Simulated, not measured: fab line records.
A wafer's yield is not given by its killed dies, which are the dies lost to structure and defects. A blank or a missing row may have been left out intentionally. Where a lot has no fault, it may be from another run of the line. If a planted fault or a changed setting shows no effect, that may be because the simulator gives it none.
Matching of chambers ; flow n5 finfet ; ald sin-04 running N5_BEOL_M4_ALD_98: 4 sister chambers
The step deposits SiO2, target thk 2.5 nm, pulse time 1 s, co reactant pulse time 1 s. 4 wafers are shown with their chamber, then 10 later ones without.

== EACH WAFER AND ITS CHAMBER ==
wafer;chamber;heater power w (W)
L076.2;1;75
L081.6;0;79
L087.5;2;69
L088.5;3;84

== WAFERS MISSING THEIR CHAMBER ==
wafer;heater power w (W)
L088.6;80
L089.4;80
L089.5;69
L089.6;83
L090.1;84
L090.2;70
L090.6;82
L094.1;73
L094.5;80
L094.6;80

== EACH ONE'S CHAMBER ==
wafer;from the rows above;in truth
L088.6;0;0
L089.4;0;0
L089.5;2;2
L089.6;3;3
L090.1;3;3
L090.2;2;2
L090.6;can't be placed: 3 or 0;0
L094.1;can't be placed: 1 or 2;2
L094.5;0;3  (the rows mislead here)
L094.6;0;0
Correctly placed: 7 of 10. Cannot be placed on the basis of these rows: 2; the candidates contain the true chamber in 2. 1 placed wrongly.
How it was worked out, from the rows above alone: a wafer's distance from a chamber is the root of the sum, over the readings, of the square of ((its reading less the chamber's mean) divided by the reading's scatter). If the next closest chamber is less than 2 further off than the closest, the wafer can't be placed; otherwise it belongs to the closest. For every chamber, the mean is computed from those of its wafers that are shown. The scatter: with one shown wafer a chamber, the root of the mean of the squares of how far each hidden wafer lies from its nearest shown one.
